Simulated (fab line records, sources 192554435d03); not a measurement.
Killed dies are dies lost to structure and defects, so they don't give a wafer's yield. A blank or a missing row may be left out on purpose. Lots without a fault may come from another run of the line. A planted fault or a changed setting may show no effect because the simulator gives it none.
Which tool did it? | flow n5_finfet | 24 lots, 72 wafers sampled, at 4 steps of a route of 1938

WHAT THE GAUGES READ, wafer by wafer
N5_BEOL_M3_INSPECT_59: inspects for defects (darkfield).
lot  | measured     | on                | raw_defect_count
L074 | day 7 07:55  | defect_inspect-02 | 34 61 46
L075 | day 7 09:09  | defect_inspect-02 | 42 69 31
L076 | day 7 18:36  | defect_inspect-01 | 116 71 80
L077 | day 8 02:18  | defect_inspect-02 | 32 70 46
L078 | day 8 04:09  | defect_inspect-02 | 67 51 56
L079 | day 8 15:42  | defect_inspect-01 | 151 144 156
L080 | day 8 20:58  | defect_inspect-01 | 51 90 46
L081 | day 9 09:10  | defect_inspect-01 | 147 94 102
L082 | day 9 10:30  | defect_inspect-01 | 91 104 63
L084 | day 9 12:54  | defect_inspect-02 | 60 59 82
L083 | day 9 13:16  | defect_inspect-02 | 128 76 59
L085 | day 10 01:20 | defect_inspect-02 | 76 67 81
L087 | day 10 21:08 | defect_inspect-01 | 113 86 87
L086 | day 11 01:21 | defect_inspect-01 | 102 96 90
L088 | day 11 03:11 | defect_inspect-02 | 58 43 62
L089 | day 11 19:31 | defect_inspect-01 | 88 115 114
L090 | day 12 00:03 | defect_inspect-02 | 103 117 108
L091 | day 12 00:47 | defect_inspect-01 | 66 77 53
L093 | day 12 02:12 | defect_inspect-02 | 60 44 68
L092 | day 12 04:25 | defect_inspect-01 | 84 66 55
L095 | day 12 15:09 | defect_inspect-01 | 60 64 59
L094 | day 12 18:28 | defect_inspect-01 | 61 107 67
L097 | day 13 15:34 | defect_inspect-01 | 41 63 85
L096 | day 13 21:52 | defect_inspect-02 | 83 60 43

WHICH TOOL RAN EACH LOT (tool, then ch and the chambers of the sampled wafers, then the start)
lot  | N5_BEOL_M3_SPUTTER_81        | N5_BEOL_M3_ANNEAL_89         | N5_BEOL_M3_SPUTTER_96
L074 | pvd_sputter-01, day 7 05:28  | pvd_sputter-01, day 7 05:59  | pvd_sputter-01, day 7 06:47
L075 | pvd_sputter-03, day 7 06:46  | pvd_sputter-03, day 7 07:17  | pvd_sputter-03, day 7 08:05
L076 | pvd_sputter-01, day 7 16:06  | pvd_sputter-01, day 7 16:37  | pvd_sputter-01, day 7 17:25
L077 | pvd_sputter-03, day 7 23:54  | pvd_sputter-03, day 8 00:25  | pvd_sputter-03, day 8 01:13
L078 | pvd_sputter-03, day 8 01:44  | pvd_sputter-03, day 8 02:16  | pvd_sputter-03, day 8 03:04
L079 | pvd_sputter-03, day 8 13:19  | pvd_sputter-03, day 8 13:50  | pvd_sputter-03, day 8 14:38
L080 | pvd_sputter-02, day 8 18:34  | pvd_sputter-02, day 8 19:05  | pvd_sputter-02, day 8 19:53
L081 | pvd_sputter-01, day 9 05:53  | pvd_sputter-01, day 9 06:25  | pvd_sputter-01, day 9 08:05
L082 | pvd_sputter-03, day 9 06:55  | pvd_sputter-03, day 9 08:35  | pvd_sputter-03, day 9 09:23
L084 | pvd_sputter-01, day 9 10:30  | pvd_sputter-01, day 9 11:01  | pvd_sputter-01, day 9 11:49
L083 | pvd_sputter-03, day 9 10:44  | pvd_sputter-03, day 9 11:16  | pvd_sputter-03, day 9 12:04
L085 | pvd_sputter-02, day 9 22:49  | pvd_sputter-02, day 9 23:20  | pvd_sputter-02, day 10 00:08
L087 | pvd_sputter-02, day 10 18:42 | pvd_sputter-02, day 10 19:13 | pvd_sputter-02, day 10 20:01
L086 | pvd_sputter-02, day 10 22:55 | pvd_sputter-02, day 10 23:26 | pvd_sputter-02, day 11 00:14
L088 | pvd_sputter-02, day 11 00:46 | pvd_sputter-02, day 11 01:17 | pvd_sputter-02, day 11 02:05
L089 | pvd_sputter-03, day 11 17:07 | pvd_sputter-03, day 11 17:38 | pvd_sputter-03, day 11 18:26
L090 | pvd_sputter-01, day 11 20:11 | pvd_sputter-01, day 11 20:46 | pvd_sputter-01, day 11 21:40
L091 | pvd_sputter-03, day 11 21:06 | pvd_sputter-03, day 11 21:37 | pvd_sputter-03, day 11 22:25
L093 | pvd_sputter-01, day 11 23:21 | pvd_sputter-01, day 11 23:56 | pvd_sputter-01, day 12 00:50
L092 | pvd_sputter-01, day 12 01:31 | pvd_sputter-01, day 12 02:06 | pvd_sputter-01, day 12 03:00
L095 | pvd_sputter-03, day 12 12:45 | pvd_sputter-03, day 12 13:16 | pvd_sputter-03, day 12 14:04
L094 | pvd_sputter-02, day 12 15:58 | pvd_sputter-02, day 12 16:29 | pvd_sputter-02, day 12 17:17
L097 | pvd_sputter-03, day 13 13:10 | pvd_sputter-03, day 13 13:41 | pvd_sputter-03, day 13 14:29
L096 | pvd_sputter-02, day 13 19:29 | pvd_sputter-02, day 13 20:00 | pvd_sputter-02, day 13 20:48
- N5_BEOL_M3_SPUTTER_81: material Cu, target thk 4.5 nm, time 8.29 s.
- N5_BEOL_M3_ANNEAL_89: time 240 s.
- N5_BEOL_M3_SPUTTER_96: material Cu, target thk 4.5 nm, time 8.29 s.

WHAT THE TOOLS THEMSELVES READ (means of the sampled wafers that have a number; where no wafer has one, the mark that the record gives instead)
N5_BEOL_M3_SPUTTER_81.
lot  | tool           | throttle_valve_pct (%)
L074 | pvd_sputter-01 | 31.1
L075 | pvd_sputter-03 | 30.0
L076 | pvd_sputter-01 | 30.2
L077 | pvd_sputter-03 | 29.9
L078 | pvd_sputter-03 | 29.5
L079 | pvd_sputter-03 | 29.6
L080 | pvd_sputter-02 | 30.2
L081 | pvd_sputter-01 | 30.2
L082 | pvd_sputter-03 | 30.0
L084 | pvd_sputter-01 | 30.9
L083 | pvd_sputter-03 | 29.8
L085 | pvd_sputter-02 | 30.4
L087 | pvd_sputter-02 | 30.0
L086 | pvd_sputter-02 | 30.1
L088 | pvd_sputter-02 | 30.0
L089 | pvd_sputter-03 | 29.7
L090 | pvd_sputter-01 | 29.9
L091 | pvd_sputter-03 | 29.9
L093 | pvd_sputter-01 | 30.9
L092 | pvd_sputter-01 | 30.7
L095 | pvd_sputter-03 | 29.6
L094 | pvd_sputter-02 | 30.5
L097 | pvd_sputter-03 | 29.8
L096 | pvd_sputter-02 | 30.0

N5_BEOL_M3_ANNEAL_89.
lot  | tool           | heater_power_w (W)
L074 | pvd_sputter-01 | 750
L075 | pvd_sputter-03 | 791
L076 | pvd_sputter-01 | 748
L077 | pvd_sputter-03 | 814
L078 | pvd_sputter-03 | 861
L079 | pvd_sputter-03 | 840
L080 | pvd_sputter-02 | 857
L081 | pvd_sputter-01 | 800
L082 | pvd_sputter-03 | 814
L084 | pvd_sputter-01 | 699
L083 | pvd_sputter-03 | 820
L085 | pvd_sputter-02 | 812
L087 | pvd_sputter-02 | 873
L086 | pvd_sputter-02 | 863
L088 | pvd_sputter-02 | 855
L089 | pvd_sputter-03 | 860
L090 | pvd_sputter-01 | 819
L091 | pvd_sputter-03 | 865
L093 | pvd_sputter-01 | 758
L092 | pvd_sputter-01 | 754
L095 | pvd_sputter-03 | 833
L094 | pvd_sputter-02 | 870
L097 | pvd_sputter-03 | 857
L096 | pvd_sputter-02 | 809

N5_BEOL_M3_SPUTTER_96.
lot  | tool           | throttle_valve_pct (%)
L074 | pvd_sputter-01 | 30.8
L075 | pvd_sputter-03 | 29.8
L076 | pvd_sputter-01 | 30.3
L077 | pvd_sputter-03 | 30.0
L078 | pvd_sputter-03 | 29.2
L079 | pvd_sputter-03 | 29.7
L080 | pvd_sputter-02 | 30.2
L081 | pvd_sputter-01 | 30.3
L082 | pvd_sputter-03 | 30.1
L084 | pvd_sputter-01 | 30.9
L083 | pvd_sputter-03 | 29.7
L085 | pvd_sputter-02 | 30.3
L087 | pvd_sputter-02 | 30.2
L086 | pvd_sputter-02 | 30.0
L088 | pvd_sputter-02 | 30.0
L089 | pvd_sputter-03 | 29.5
L090 | pvd_sputter-01 | 29.8
L091 | pvd_sputter-03 | 29.8
L093 | pvd_sputter-01 | 31.0
L092 | pvd_sputter-01 | 30.9
L095 | pvd_sputter-03 | 29.5
L094 | pvd_sputter-02 | 30.6
L097 | pvd_sputter-03 | 29.8
L096 | pvd_sputter-02 | 30.1

THE ANSWER, worked out from the rows above alone
Rule: what is usual is taken from the lots themselves. Put in order of their means at a reading, lots are off if they are a third of the lots or fewer, leave a main group of 4 or more, and stand apart from it by a gap of 3 or more times the standard deviation of the main group's means; of several such gaps the widest counts. A main group whose means are all the same, to the digits that the tables above print for the reading, isn't used. A lot without any number at a reading at which 4 lots or more have one is off too. The other lots that the step has rows for count as sound. The gauges are gone through in route order, then the tools' own readings, and for those a lot's mean is taken as printed above. The first step at which some lot is off is used, and at that step the reading that is off furthest; a lot without a number counts as furthest.
No lot is off at any reading shown: from this, nothing can be told.

WHAT THE SIMULATOR HAD PUT IN
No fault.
